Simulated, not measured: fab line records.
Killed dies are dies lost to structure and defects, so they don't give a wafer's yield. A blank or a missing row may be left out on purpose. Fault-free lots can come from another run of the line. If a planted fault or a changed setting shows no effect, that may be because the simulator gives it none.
Chamber matching || flow nandHarc || NHARC_P_M0_CMP_23 on cmp-03 has 4 sister chambers
The step polishes, t overpolish 20 s, target thk 117.54 nm. 8 wafers are shown with their chamber, then 9 later ones without.

## WAFERS WITH THEIR CHAMBER
{"wafer": "L079.2", "chamber": 2, "motorCurrentA (A)": 12.6, "slurryFilterDpKPa (kPa)": 13.56}
{"wafer": "L079.6", "chamber": 1, "motorCurrentA (A)": 13.0, "slurryFilterDpKPa (kPa)": 13.39}
{"wafer": "L085.1", "chamber": 2, "motorCurrentA (A)": 12.8, "slurryFilterDpKPa (kPa)": 13.49}
{"wafer": "L085.2", "chamber": 3, "motorCurrentA (A)": 11.4, "slurryFilterDpKPa (kPa)": 13.64}
{"wafer": "L085.6", "chamber": 0, "motorCurrentA (A)": 13.4, "slurryFilterDpKPa (kPa)": 13.50}
{"wafer": "L087.3", "chamber": 1, "motorCurrentA (A)": 12.5, "slurryFilterDpKPa (kPa)": 13.53}
{"wafer": "L087.5", "chamber": 0, "motorCurrentA (A)": 12.9, "slurryFilterDpKPa (kPa)": 13.50}
{"wafer": "L087.6", "chamber": 3, "motorCurrentA (A)": 11.3, "slurryFilterDpKPa (kPa)": 13.70}

## WAFERS WHOSE CHAMBER IS MISSING
{"wafer": "L089.2", "motorCurrentA (A)": 12.9, "slurryFilterDpKPa (kPa)": 13.70}
{"wafer": "L089.4", "motorCurrentA (A)": 12.8, "slurryFilterDpKPa (kPa)": 13.57}
{"wafer": "L089.6", "motorCurrentA (A)": 12.2, "slurryFilterDpKPa (kPa)": 13.43}
{"wafer": "L090.1", "motorCurrentA (A)": 13.0, "slurryFilterDpKPa (kPa)": 13.52}
{"wafer": "L090.4", "motorCurrentA (A)": 12.5, "slurryFilterDpKPa (kPa)": 13.60}
{"wafer": "L090.6", "motorCurrentA (A)": 12.7, "slurryFilterDpKPa (kPa)": 13.47}
{"wafer": "L096.2", "motorCurrentA (A)": 12.2, "slurryFilterDpKPa (kPa)": 13.39}
{"wafer": "L096.5", "motorCurrentA (A)": 10.7, "slurryFilterDpKPa (kPa)": 13.37}
{"wafer": "L096.6", "motorCurrentA (A)": 12.2, "slurryFilterDpKPa (kPa)": 13.32}

## WHICH CHAMBER EACH WENT THROUGH
{"wafer": "L089.2", "from the rows above": "can't be placed: 2 or 0 or 1", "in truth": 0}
{"wafer": "L089.4", "from the rows above": "can't be placed: 2 or 0 or 1", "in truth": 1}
{"wafer": "L089.6", "from the rows above": "can't be placed: 1 or 2 or 0", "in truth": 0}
{"wafer": "L090.1", "from the rows above": "can't be placed: 0 or 2 or 1", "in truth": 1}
{"wafer": "L090.4", "from the rows above": "can't be placed: 2 or 1 or 0", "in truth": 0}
{"wafer": "L090.6", "from the rows above": "can't be placed: 1 or 2 or 0", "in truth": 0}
{"wafer": "L096.2", "from the rows above": "can't be placed: 1 or 2 or 0", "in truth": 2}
{"wafer": "L096.5", "from the rows above": 3, "in truth": 3}
{"wafer": "L096.6", "from the rows above": "can't be placed: 1 or 2 or 0", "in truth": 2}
Placed correctly: 1 of 9. Unplaceable from these rows: 8, with the true chamber sitting among the candidates in 8. Placed wrongly: 0.
How it was worked out, from the rows above alone: a wafer's distance from a chamber is the root of the sum, over the readings, of the square of ((its reading less the chamber's mean) divided by the reading's scatter). The wafer belongs to the nearest chamber; if the next one is less than 2 further off, it can't be placed. A chamber's mean is the mean of its shown wafers. The scatter: the root of (the sum of the squares of (reading less its chamber's mean) over the shown wafers, divided by (wafers less chambers)).
